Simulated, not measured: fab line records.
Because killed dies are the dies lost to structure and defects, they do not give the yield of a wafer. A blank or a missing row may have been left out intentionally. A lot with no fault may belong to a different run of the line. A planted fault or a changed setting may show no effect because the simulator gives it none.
fab line records -- flow nand_harc
[record] lots = 13, wafers = 38, last_day = 33
route steps=1302 shown P_BONDPAD@380 A_ZERO_WELL@405 A_ONON_D1@424 END@1302
lots that met no fault: from a run of the same line without faults
start_h: start of the lot's first displayed wafer, in hours after the record's first day -- wait_h: hours elapsed since this lot's preceding step -- " unchanged from the row above -- L1.1+2: a row that stands for several wafers -- - no value, or no start given -- * or withheld: withheld -- < > ~ a bound
route shown NAME@n: names a module that has steps shown in the file, with the first one's number in the route -- usual: mean and standard deviation over wafers with no fault -- same: alike in all rows -- chamber/n: place in a boat -- sites: the reading at each site -- _std_site: the standard deviation of these -- _edge_site: mean of outer sites minus mean of inner sites -- radius_mm: how far each site lies from the wafer's centre -- mask NAME#n: copy n -- behind: tool/chamber where the wafer was last shaped -- hold: why the lot was held/for how many hours/how that ended -- device: the n, p or np transistor that did not switch -- end of line: at the end of the route, the tests of the same wafers -- a step given without rows: its recipe and nothing more -- killed: count of dies lost to structure and defects at first sort (not the wafer's yield) -- map: a wafer's dies, marking killed ones x, the rest . and places with no die _
set.NAME: the setting the step ran with; set.NAME@STEP: the setting that earlier step ran with -- model.NAME: the simulator's own value behind a step, which no gauge read
one table for each step of the route and one row for each wafer, over a sample of lots
services: from which hour (start_h, from the record's first day; less than 0 if before it) a tool's chamber was out of use, for how many hours, and why
[[steps]]
[step NHARC_P_BONDPAD_CMP_19]
[recipe] t_overpolish_s = 30, cu_recess_touch_s = 16, target_thk_nm = 160.81
[usual] motor_current_A = 12.2/1.2, overpolish_run_s = 30.001/0.0087, slurry_filter_dp_kPa = 13.50/0.12
lot.wafer,tool,chamber,start_h,wait_h,motor_current_A,overpolish_run_s,slurry_filter_dp_kPa
L540.2,cmp-04,2,148.15,-,10.8,30.008,13.52
L540.1,cmp-04,3,148.15,-,12.6,29.978,13.40
L540.5,cmp-04,0,148.15,-,11.7,29.996,13.63
L542.1,cmp-01,2,173.35,-,13.1,29.992,13.59
L542.6,cmp-01,3,173.35,-,12.0,29.978,13.52
L542.5,cmp-01,0,173.35,-,13.2,30.007,13.57
L543.2,cmp-03,3,173.95,-,11.0,30.001,13.51
L543.4,cmp-03,1,173.95,-,13.4,29.990,13.55
L543.5,cmp-03,3,173.95,-,10.0,29.996,13.53
L544.3,cmp-01,0,183.14,-,12.8,30.014,13.62
L544.2,cmp-01,1,183.14,-,12.6,30.009,13.72
L544.5,cmp-01,0,183.14,-,12.8,30.002,13.37
L545.4,cmp-01,0,199.23,-,12.7,30.011,13.47
L545.5,cmp-01,1,199.23,-,12.7,30.003,13.36
L545.6,cmp-01,2,199.23,-,15.1,30.005,13.58
L547.4,cmp-01,0,215.97,-,12.4,29.997,13.49
L547.6,cmp-01,3,215.97,-,11.9,29.997,13.56
L547.5,cmp-01,0,215.97,-,12.2,30.006,13.52
L548.3,cmp-01,1,235.12,-,12.3,30.016,13.55
L548.6,cmp-01,0,235.12,-,12.4,30.008,13.38
L548.5,cmp-01,1,235.12,-,12.0,29.994,13.58
L553.4,cmp-01,1,277.64,-,12.9,29.997,13.46
L553.1,cmp-01,2,277.64,-,14.9,30.008,13.33
L552.4,cmp-01,3,278.72,-,11.3,30.010,13.55
L552.3,cmp-01,0,278.72,-,12.6,30.010,13.61
L552.1,cmp-01,1,278.72,-,12.2,30.003,13.61
L559.3,cmp-03,3,336.35,-,10.6,29.988,13.72
L559.1,cmp-03,0,336.35,-,13.2,29.991,13.40
L559.5,cmp-03,1,336.35,-,14.1,30.000,13.41
L560.2,cmp-03,2,351.14,-,11.0,29.993,13.70
L560.4,cmp-03,0,351.14,-,13.9,30.009,13.77
L560.5,cmp-03,2,351.14,-,10.9,30.010,13.54
L561.4,cmp-03,2,357.37,-,10.5,29.991,13.45
L561.1,cmp-03,0,357.37,-,13.4,29.997,13.37
L561.5,cmp-03,2,357.37,-,11.3,30.000,13.56
L562.3,cmp-01,1,368.66,-,12.9,30.005,13.55
L562.2,cmp-01,2,368.66,-,14.1,30.005,13.73
L562.6,cmp-01,1,368.66,-,13.1,29.989,13.65
[step NHARC_A_ZERO_WELL_ETCH_13]
[recipe] target_depth_a = 1200, time_s = 40.1, hbr_flow_sccm = 150, cl2_flow_sccm = 50, rf_w = 400, icp_w = 400, bias_w = 100, chemistry = HBr/Cl2
[usual] drypump_motor_current_A = 5.6/0.43, oes_product_au = 0.999/0.014, throttle_valve_pct = 26.405/0.009
lot.wafer,tool,chamber,start_h,wait_h,drypump_motor_current_A,oes_product_au,rf_hours_counter_h,throttle_valve_pct
L540.2,rie_si-06,1,150.30,-,4.8,0.994,0.30,26.408
L540.1,rie_si-06,0,150.30,-,5.5,0.974,0.37,26.421
L540.5,rie_si-06,2,150.30,-,5.9,0.987,-,26.411
L542.1,rie_si-02,2,175.37,-,6.2,0.994,0.43,26.408
L542.6,rie_si-02,1,175.37,-,5.4,0.984,-,26.418
L542.5,rie_si-02,2,175.37,-,6.2,1.002,-,26.397
L543.4,rie_si-05,2,176.04,-,5.7,0.993,0.29,26.415
L543.2,rie_si-05,3,176.04,-,5.5,1.009,0.26,26.396
L543.5,rie_si-05,1,176.04,-,5.6,1.007,-,26.412
L544.2,rie_si-02,3,185.46,-,5.9,0.982,0.48,26.412
L544.3,rie_si-02,1,185.46,-,5.4,0.992,0.46,26.399
L544.5,rie_si-02,3,185.46,-,5.9,0.985,-,26.407
L545.4,rie_si-02,2,201.37,-,6.2,0.997,0.65,26.402
L545.6,rie_si-02,0,201.37,-,5.9,1.011,-,26.405
L545.5,rie_si-02,1,201.37,-,5.4,0.992,-,26.399
L547.4,rie_si-05,2,218.07,-,5.7,0.993,0.51,26.408
L547.5,rie_si-05,3,218.07,-,5.5,0.982,-,26.399
L547.6,rie_si-05,0,218.07,-,4.9,0.988,-,26.404
L548.3,rie_si-02,0,237.40,-,5.9,1.001,0.79,26.406
L548.5,rie_si-02,1,237.40,-,5.4,0.981,-,26.403
L548.6,rie_si-02,2,237.40,-,6.2,0.995,-,26.405
L553.4,rie_si-06,2,279.81,-,5.9,0.992,0.19,26.397
L553.1,rie_si-06,3,279.81,-,6.0,0.982,0.14,26.398
L552.4,rie_si-06,0,280.79,-,5.5,0.989,0.15,26.415
L552.1,rie_si-06,2,280.79,-,5.9,1.004,0.24,26.400
L552.3,rie_si-06,3,280.79,-,6.0,0.998,0.17,26.386
L559.1,rie_si-02,3,338.54,-,5.9,0.980,0.36,26.410
L559.3,rie_si-02,0,338.54,-,5.9,1.029,0.32,26.383
L559.5,rie_si-02,2,338.54,-,6.2,1.012,-,26.405
L560.2,rie_si-05,0,353.19,-,4.9,0.995,0.38,26.406
L560.5,rie_si-05,0,353.19,-,4.9,0.995,-,26.427
L560.4,rie_si-05,1,353.19,-,5.7,1.005,-,26.409
L561.1,rie_si-02,2,359.63,-,6.2,0.996,0.51,26.416
L561.4,rie_si-02,3,359.63,-,5.9,0.969,0.57,26.416
L561.5,rie_si-02,0,359.63,-,6.0,1.025,-,26.396
L562.3,rie_si-02,2,370.88,-,6.2,1.008,0.53,26.399
L562.2,rie_si-02,0,370.88,-,5.9,1.018,0.52,26.409
L562.6,rie_si-02,1,370.88,-,5.4,1.000,-,26.409
[step NHARC_A_ONON_D1_DEP_00]
[recipe] target_thk_a = 10000, n2_flow_sccm = 2750, n2o_flow_sccm = 2000, nh3_flow_sccm = 500, sih4_flow_sccm = 210, temp_c = 400
[usual] sih4_flow_sccm = 210.1/0.6
lot.wafer,tool,chamber,start_h,wait_h,sih4_flow_sccm
L540.1,pecvd_onon-03,0,173.99,0.1,209.9
L540.2,pecvd_onon-03,0,173.99,0.1,209.9
L540.5,pecvd_onon-03,0,173.99,0.1,210.5
L543.2,pecvd_onon-03,0,196.88,0.1,211.0
L543.4,pecvd_onon-03,0,196.88,0.1,210.7
L543.5,pecvd_onon-03,0,196.88,0.1,210.6
L542.1,pecvd_onon-04,0,197.01,0.3,210.8
L542.5,pecvd_onon-04,0,197.01,0.3,209.8
L542.6,pecvd_onon-04,0,197.01,0.3,209.2
L544.2,pecvd_onon-03,0,206.23,0.1,210.1
L544.3,pecvd_onon-03,0,206.23,0.1,209.3
L544.5,pecvd_onon-03,0,206.23,0.1,209.4
L545.4,pecvd_onon-03,0,222.86,0.2,209.9
L545.5,pecvd_onon-03,0,222.86,0.2,209.0
L545.6,pecvd_onon-03,0,222.86,0.2,210.3
L547.4,pecvd_onon-04,0,239.51,0.2,210.6
L547.5,pecvd_onon-04,0,239.51,0.2,210.5
L547.6,pecvd_onon-04,0,239.51,0.2,209.4
L548.3,pecvd_onon-02,0,260.89,0.2,209.2
L548.5,pecvd_onon-02,0,260.89,0.2,209.5
L548.6,pecvd_onon-02,0,260.89,0.2,209.2
L553.1,pecvd_onon-03,0,301.44,0.1,209.3
L553.4,pecvd_onon-03,0,301.44,0.1,209.3
L552.1,pecvd_onon-02,0,301.45,0.1,210.4
L552.3,pecvd_onon-02,0,301.45,0.1,209.8
L552.4,pecvd_onon-02,0,301.45,0.1,210.6
L559.1,pecvd_onon-04,0,359.68,0.1,209.9
L559.3,pecvd_onon-04,0,359.68,0.1,209.6
L559.5,pecvd_onon-04,0,359.68,0.1,209.5
L560.2,pecvd_onon-03,0,374.37,0.1,209.6
L560.4,pecvd_onon-03,0,374.37,0.1,209.8
L560.5,pecvd_onon-03,0,374.37,0.1,209.3
L561.1,pecvd_onon-03,0,383.12,0.1,209.5
L561.4,pecvd_onon-03,0,383.12,0.1,209.2
L561.5,pecvd_onon-03,0,383.12,0.1,209.7
L562.2,pecvd_onon-03,0,392.46,0.1,210.4
L562.3,pecvd_onon-03,0,392.46,0.1,210.6
L562.6,pecvd_onon-03,0,392.46,0.1,209.8
[step NHARC_A_ONON_D1_THK_MEAS_02]
[recipe] thk_meas_gauge = ellipsometry
[usual] thk_nm = 1001/8.2
lot.wafer,tool,chamber,start_h,wait_h,thk_nm
L540.1,film_metro-01,-,174.50,-,1006
L540.2,film_metro-01,-,174.50,-,1004
L540.5,film_metro-01,-,174.50,-,1004
L543.2,film_metro-02,-,197.33,-,1007
L543.4,film_metro-02,-,197.33,-,1008
L543.5,film_metro-02,-,197.33,-,1007
L542.1,film_metro-02,-,197.53,-,1007
L542.5,film_metro-02,-,197.53,-,1006
L542.6,film_metro-02,-,197.53,-,1005
L544.2,film_metro-01,-,206.69,-,1002
L544.3,film_metro-01,-,206.69,-,1002
L544.5,film_metro-01,-,206.69,-,1003
L545.4,film_metro-01,-,223.19,-,1010
L545.5,film_metro-01,-,223.19,-,1011
L545.6,film_metro-01,-,223.19,-,1011
L547.4,film_metro-02,-,239.85,-,995
L547.5,film_metro-02,-,239.85,-,995
L547.6,film_metro-02,-,239.85,-,995
L548.3,film_metro-02,-,261.29,-,1001
L548.5,film_metro-02,-,261.29,-,1002
L548.6,film_metro-02,-,261.29,-,1003
L552.1,film_metro-02,-,301.96,-,990
L552.3,film_metro-02,-,301.96,-,992
L552.4,film_metro-02,-,301.96,-,989
L553.1,film_metro-01,-,301.96,-,1503
L553.4,film_metro-01,-,301.96,-,1504
L559.1,film_metro-01,-,360.19,-,987
L559.3,film_metro-01,-,360.19,-,985
L559.5,film_metro-01,-,360.19,-,985
L560.2,film_metro-01,-,374.83,-,1006
L560.4,film_metro-01,-,374.83,-,1006
L560.5,film_metro-01,-,374.83,-,1006
L561.1,film_metro-01,-,383.63,-,996
L561.4,film_metro-01,-,383.63,-,995
L561.5,film_metro-01,-,383.63,-,993
L562.2,film_metro-01,-,392.91,-,996
L562.3,film_metro-01,-,392.91,-,996
L562.6,film_metro-01,-,392.91,-,997
[step NHARC_END_SORT_01]
[recipe] temp_c = 25
[usual] killed_at_array = 52/18, killed_at_other = 1.0/1.4, killed_at_periphery = 3.1/2.3, killed_dies = 56/17, killed_open = 3.0/1.7, killed_short = 2.5/1.7
[same] gross_dies = 677
lot.wafer,tool,chamber,start_h,wait_h,killed_at_array,killed_at_other,killed_at_periphery,killed_dies,killed_open,killed_short
L547.4,prober-01,0,641.13,3.4,76,6,4,86,6,3
L547.5,prober-01,0,641.95,3.8,37,2,4,43,4,2
L547.6,prober-01,0,642.76,4.1,70,5,0,75,4,1
L548.5,prober-02,0,661.06,3.7,60,0,2,62,1,3
L553.1,prober-01,0,683.59,2.6,674,1,2,677,2,1
L553.4,prober-01,0,685.99,3.4,670,4,3,677,4,0
// killed by level:class
L547.4 A_CHANNEL_HOLE_D2:chamber_film_flake=32 A_CHANNEL_HOLE_D1:chamber_film_flake=28 P_ZERO_WELL:chamber_film_flake=4 THIN_TSV:chamber_film_flake=4 A_M0:geometric_particle:open=3 A_STAIRCASE:chamber_film_flake=3 A_BLC:geometric_particle:open=2 HYBRID_BOND:chamber_film_flake=2
L547.5 A_CHANNEL_HOLE_D2:chamber_film_flake=20 A_CHANNEL_HOLE_D1:chamber_film_flake=11 P_ZERO_WELL:chamber_film_flake=3 A_BLC:geometric_particle:open=2 THIN_TSV:chamber_film_flake=2 P_CONTACT:geometric_particle:short=1 A_CHANNEL_HOLE_D1:geometric_particle:open=1 A_CHANNEL_FILL_D1:geometric_particle:short=1
L547.6 A_CHANNEL_HOLE_D2:chamber_film_flake=28 A_CHANNEL_HOLE_D1:chamber_film_flake=24 THIN_TSV:chamber_film_flake=5 A_CHANNEL_FILL_D2:chamber_film_flake=4 A_CHANNEL_FILL_D1:chamber_film_flake=3 A_M0:geometric_particle:open=2 A_SLIT:chamber_film_flake=2 A_CONTACT:chamber_film_flake=2
L548.5 A_CHANNEL_HOLE_D1:chamber_film_flake=21 A_CHANNEL_HOLE_D2:chamber_film_flake=14 A_CONTACT:chamber_film_flake=13 A_CHANNEL_FILL_D1:chamber_film_flake=2 A_DECK1_JOINT:chamber_film_flake=2 A_SLIT:chamber_film_flake=2 A_CHANNEL_HOLE_D1:geometric_particle:open=1 A_CHANNEL_FILL_D1:geometric_particle:short=1
L553.1 A_ONON_D1:area_dep=616 A_CHANNEL_HOLE_D1:chamber_film_flake=31 A_CHANNEL_HOLE_D2:chamber_film_flake=11 A_CONTACT:chamber_film_flake=5 A_STAIRCASE:chamber_film_flake=4 A_ZERO_WELL:chamber_film_flake=3 P_M2:chamber_film_flake=2 A_CHANNEL_FILL_D2:geometric_particle:open=1
L553.4 A_ONON_D1:area_dep=603 A_CHANNEL_HOLE_D1:chamber_film_flake=33 A_CHANNEL_HOLE_D2:chamber_film_flake=15 A_M1:chamber_film_flake=6 A_ZERO_WELL:chamber_film_flake=4 A_CONTACT:chamber_film_flake=3 P_M2:chamber_film_flake=2 STARTING-WAFER:geometric_particle:open=2
[[services]]
tool,chamber,start_h,hours,kind
rie_si-02,3,126.78,6.9,repair
cmp-01,-,127.04,3.6,repair
rie_si-05,-,128.00,9.0,pm
pecvd_onon-04,-,130.24,13.0,pm
cmp-01,-,138.20,4.0,repair
cmp-03,-,151.55,0.7,repair
cmp-03,-,162.00,4.0,pm
cmp-01,-,185.59,4.0,pm
rie_si-05,0,199.03,1.1,repair
pecvd_onon-03,-,227.00,13.0,pm
cmp-03,-,260.00,4.0,pm
cmp-01,-,263.99,4.4,repair
rie_si-02,2,268.13,4.1,repair
pecvd_onon-04,-,276.09,0.7,repair
rie_si-02,-,277.00,9.0,pm
cmp-01,-,283.59,4.0,pm
rie_si-05,-,305.00,9.0,pm
pecvd_onon-04,-,311.24,13.0,pm
rie_si-02,1,320.03,3.6,repair
cmp-03,-,340.23,1.1,repair
cmp-03,-,352.19,0.8,repair
cmp-03,-,358.00,4.0,pm
cmp-01,-,364.94,1.4,repair
cmp-01,-,381.59,4.0,pm
[[key]]
[first_sign] step = NHARC_A_ONON_D1_THK_MEAS_02, reading = thk_nm, direction = up, sigmas = 61, usual = 1001, struck = 1504
[effect] step = NHARC_END_SORT_01, reading = killed_dies, direction = up, sigmas = 36, usual = 56, struck = 677
[more_kills_born_at] NHARC_A_ONON_D1_DEP_00@pecvd_onon-03 = 1219
met_at NHARC_A_ONON_D1_DEP_00
struck_lots L553
struck_wafers L553.1,L553.4
later_rows_left_out L553.1,L553.4
tester_left_out L553
not_acting_at NHARC_P_BONDPAD_CMP_19,NHARC_A_ZERO_WELL_ETCH_13
onset_between 222.86 301.44
[fault] kind = process_parameter_drift, tool = pecvd_onon-03, chamber = -, onset_h = 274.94, steps = NHARC_A_ONON_D1_DEP_00, channel = target_thk_a, offset = *, shape = step, end_h = 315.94, scope = struck_wafers_only, acts_in = *, stated = *
// tester_left_out: of these lots the tester's yield and bins aren't shown, on N5 and GAA mostly nor the transistor test; their killed dies are dies lost to structure and defects alone, not to doping, threshold or leakage, so they don't give the yield
// later_rows_left_out: the simulator's readings of these wafers behind a module that went badly wrong aren't trusted and aren't shown, but for the sort
